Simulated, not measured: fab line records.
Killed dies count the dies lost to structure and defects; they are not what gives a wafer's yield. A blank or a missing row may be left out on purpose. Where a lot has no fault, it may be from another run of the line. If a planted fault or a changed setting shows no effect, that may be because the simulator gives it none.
Lot-split experiment || flow n5Finfet || route with 1938 steps; 7 lots, 21 wafers read

== ON THE SPLIT ==
At N5_BEOL_M1_ETCH_64 (etches SOC in N2/H2, target depth 75 nm, overetch 15 nm, time 112.5 s), the setting sourceW was moved away from the recipe's 840 W on 7 of the 21 wafers read, by -14.5% to +17.5%. For the rest of the wafers, this setting stayed at what the recipe calls for.

The reading is taken at the split's own step.

== THE READING ==
rfVppV, in V, at N5_BEOL_M1_ETCH_64 (etches SOC in N2/H2, target depth 75 nm, overetch 15 nm, time 112.5 s). Typical for fault-free wafers on this fab line: 524.5 V, with standard deviation 2.2 V.

{"wafer": "L086.2", "tool, chamber at the split": "rieDiel-02, 0", "sourceW as run, W": 840, "against the recipe": "recipe", "rfVppV, V": 526.6, "against lot-mates on the recipe": "-"}
{"wafer": "L086.3", "tool, chamber at the split": "rieDiel-02, 1", "sourceW as run, W": 840, "against the recipe": "recipe", "rfVppV, V": 524.6, "against lot-mates on the recipe": "-"}
{"wafer": "L086.6", "tool, chamber at the split": "rieDiel-02, 1", "sourceW as run, W": 840, "against the recipe": "recipe", "rfVppV, V": 523.5, "against lot-mates on the recipe": "-"}
{"wafer": "L085.1", "tool, chamber at the split": "rieDiel-03, 2", "sourceW as run, W": 987.2, "against the recipe": "+17.5%", "rfVppV, V": 499.0, "against lot-mates on the recipe": -23.9}
{"wafer": "L085.5", "tool, chamber at the split": "rieDiel-03, 0", "sourceW as run, W": 840, "against the recipe": "recipe", "rfVppV, V": 522.9, "against lot-mates on the recipe": "-"}
{"wafer": "L085.6", "tool, chamber at the split": "rieDiel-03, 1", "sourceW as run, W": 987.2, "against the recipe": "+17.5%", "rfVppV, V": 494.3, "against lot-mates on the recipe": -28.6}
{"wafer": "L087.1", "tool, chamber at the split": "rieDiel-02, 2", "sourceW as run, W": 949.3, "against the recipe": "+13.0%", "rfVppV, V": 499.6, "against lot-mates on the recipe": -26.2}
{"wafer": "L087.4", "tool, chamber at the split": "rieDiel-02, 0", "sourceW as run, W": 949.3, "against the recipe": "+13.0%", "rfVppV, V": 504.9, "against lot-mates on the recipe": -20.9}
{"wafer": "L087.5", "tool, chamber at the split": "rieDiel-02, 0", "sourceW as run, W": 840, "against the recipe": "recipe", "rfVppV, V": 525.8, "against lot-mates on the recipe": "-"}
{"wafer": "L089.1", "tool, chamber at the split": "rieDiel-03, 3", "sourceW as run, W": 840, "against the recipe": "recipe", "rfVppV, V": 527.5, "against lot-mates on the recipe": "-"}
{"wafer": "L089.3", "tool, chamber at the split": "rieDiel-03, 2", "sourceW as run, W": 718.5, "against the recipe": "-14.5%", "rfVppV, V": 552.5, "against lot-mates on the recipe": "+27.1"}
{"wafer": "L089.5", "tool, chamber at the split": "rieDiel-03, 1", "sourceW as run, W": 840, "against the recipe": "recipe", "rfVppV, V": 523.2, "against lot-mates on the recipe": "-"}
{"wafer": "L093.1", "tool, chamber at the split": "rieDiel-05, 2", "sourceW as run, W": 840, "against the recipe": "recipe", "rfVppV, V": 523.5, "against lot-mates on the recipe": "-"}
{"wafer": "L093.2", "tool, chamber at the split": "rieDiel-05, 1", "sourceW as run, W": 840, "against the recipe": "recipe", "rfVppV, V": 524.9, "against lot-mates on the recipe": "-"}
{"wafer": "L093.4", "tool, chamber at the split": "rieDiel-05, 3", "sourceW as run, W": 840, "against the recipe": "recipe", "rfVppV, V": 526.2, "against lot-mates on the recipe": "-"}
{"wafer": "L095.1", "tool, chamber at the split": "rieDiel-02, 1", "sourceW as run, W": 840, "against the recipe": "recipe", "rfVppV, V": 523.8, "against lot-mates on the recipe": "-"}
{"wafer": "L095.2", "tool, chamber at the split": "rieDiel-02, 2", "sourceW as run, W": 840, "against the recipe": "recipe", "rfVppV, V": 529.9, "against lot-mates on the recipe": "-"}
{"wafer": "L095.4", "tool, chamber at the split": "rieDiel-02, 3", "sourceW as run, W": 840, "against the recipe": "recipe", "rfVppV, V": 526.8, "against lot-mates on the recipe": "-"}
{"wafer": "L096.1", "tool, chamber at the split": "rieDiel-05, 3", "sourceW as run, W": 915.9, "against the recipe": "+9.0%", "rfVppV, V": 511.4, "against lot-mates on the recipe": -14.1}
{"wafer": "L096.3", "tool, chamber at the split": "rieDiel-05, 1", "sourceW as run, W": 840, "against the recipe": "recipe", "rfVppV, V": 525.5, "against lot-mates on the recipe": "-"}
{"wafer": "L096.4", "tool, chamber at the split": "rieDiel-05, 0", "sourceW as run, W": 915.9, "against the recipe": "+9.0%", "rfVppV, V": 505.8, "against lot-mates on the recipe": -19.7}

THE FIT
A straight line over all 21 wafers: rfVppV changes by -1.74 V for each +1% of sourceW; r = -0.99; the points scatter about the line by 2.3 V.
The same after taking each lot's own level away (the mean of its wafers on the recipe; 21 wafers): -1.69 V for each +1%; r = -0.98; scatter 2.5 V.
That fit puts the effect of the largest move of sourceW on the reading at 30 V.
The span of the lots' own levels, 522.90 to 526.83 V, comes to 1.8 times the standard deviation stated above.
The two slopes are in agreement: the lot-to-lot level therefore moves the slope only a little.
Check: for one of the wafers moved furthest among these (+17.5%), held out of the fit, the line's prediction against its lot-mates is -31.2 V. Against them it came out at -23.9 V.
Tool readings at the split's step, against how far the setting was moved: rfVppV r = -0.99.

== OTHER SPLITS ON THESE WAFERS ==
Before the reading, these wafers also passed through other splits. Each is held against what the fit with the lots' levels taken away leaves over:
{"other split on the same wafers": "N5_MOL_CONTACT_COAG_EXPOSE_37 doseMj", "wafers away from the commonest value": 10, "r with rfVppV (lot level and that fit taken away)": "+0.16"}
{"other split on the same wafers": "N5_MOL_CONTACT_COAG_ALD_133 aldCycles", "wafers away from the commonest value": 4, "r with rfVppV (lot level and that fit taken away)": "+0.31"}
{"other split on the same wafers": "N5_BEOL_M0_SAQP_SPACER1_ALD_98 aldCycles", "wafers away from the commonest value": 3, "r with rfVppV (lot level and that fit taken away)": -0.15}
{"other split on the same wafers": "N5_BEOL_M1_COAT_05 spinRpm", "wafers away from the commonest value": 6, "r with rfVppV (lot level and that fit taken away)": "+0.02"}

== FILE'S OWN FIT ==
rfVppV changes by -1.71 V for each +1% of sourceW, r = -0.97.
